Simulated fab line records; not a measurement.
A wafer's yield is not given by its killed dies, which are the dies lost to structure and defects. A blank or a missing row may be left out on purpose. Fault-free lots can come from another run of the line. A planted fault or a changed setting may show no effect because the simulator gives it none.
The tool behind it: which one? -- flow n5-finfet -- 11 lots, 33 wafers sampled, at 2 steps of a route of 1938

WHAT THE GAUGES SHOWED, per wafer
N5_MIM_TOP_LITHO_CD_MEAS_08 targets a cd of 2000 nm.
lot,measured,on,cd-nm (nm)
L435,day 12 16:52,cd-sem-01,2000.6 1999.1 1999.8
L434,day 13 03:01,cd-sem-01,1999.8 2004.9 1998.5
L438,day 13 07:37,cd-sem-02,1997.3 1997.2 1996.6
L442,day 14 23:11,cd-sem-03,1999.7 1996.8 1999.1
L447,day 15 10:47,cd-sem-03,2000.0 1996.4 1997.4
L449,day 16 08:36,cd-sem-02,1997.7 1999.0 1999.1
L451,day 17 00:05,cd-sem-03,1998.5 1996.6 2000.9
L453,day 17 16:07,cd-sem-03,2001.8 2001.9 2003.5
L454,day 17 16:09,cd-sem-02,2000.8 2001.5 2001.4
L455,day 17 16:23,cd-sem-03,2004.9 2002.4 1999.5
L452,day 17 19:25,cd-sem-03,1999.0 2001.6 1999.0

WHAT TOOL EACH LOT RAN ON (gives the tool, then ch and the chambers of the sampled wafers, and finally the start)
lot,N5_MIM_TOP_SPUTTER_03
L435,"pvd-sputter-01, day 12 16:28"
L434,"pvd-sputter-03, day 13 02:29"
L438,"pvd-sputter-01, day 13 07:13"
L442,"pvd-sputter-03, day 14 22:39"
L447,"pvd-sputter-03, day 15 10:23"
L449,"pvd-sputter-02, day 16 08:13"
L451,"pvd-sputter-02, day 16 23:41"
L453,"pvd-sputter-02, day 17 15:36"
L454,"pvd-sputter-01, day 17 15:36"
L455,"pvd-sputter-02, day 17 16:00"
L452,"pvd-sputter-03, day 17 19:01"
- N5_MIM_TOP_SPUTTER_03: material TiN, target thk 35 nm, time 89.7 s.

WHAT THE TOOLS THEMSELVES READ (means of the sampled wafers that have a number; where no wafer has one, the mark that the record gives instead)
N5_MIM_TOP_SPUTTER_03.
lot,tool,throttle-valve-pct (%)
L435,pvd-sputter-01,30.2
L434,pvd-sputter-03,30.4
L438,pvd-sputter-01,30.2
L442,pvd-sputter-03,30.6
L447,pvd-sputter-03,30.0
L449,pvd-sputter-02,29.7
L451,pvd-sputter-02,29.2
L453,pvd-sputter-02,29.5
L454,pvd-sputter-01,30.2
L455,pvd-sputter-02,30.1
L452,pvd-sputter-03,30.1

THE ANSWER, worked out from the rows above alone
Rule: the lots themselves supply what counts as usual. The widest of any qualifying gaps counts: lots, ordered by their means at a reading, are off when they make up no more than a third of the lots, leave a main group of 4 or more, and stand apart from it by 3 or more times the standard deviation of that group's means. If all means in a main group match to the digits the tables above print for the reading, that group is not used. A lot without any number at a reading at which 4 lots or more have one is off too. All remaining lots with rows at the step are treated as sound. First the gauges in route order, then the tools' own readings, where a lot's mean is used as printed above. At the first step where some lot is off, the reading lying furthest off is the one used; lots without a number count as furthest.
Across all readings shown, no lot is off: no conclusion can be drawn from this.

WHAT THE SIMULATOR HAD PUT IN
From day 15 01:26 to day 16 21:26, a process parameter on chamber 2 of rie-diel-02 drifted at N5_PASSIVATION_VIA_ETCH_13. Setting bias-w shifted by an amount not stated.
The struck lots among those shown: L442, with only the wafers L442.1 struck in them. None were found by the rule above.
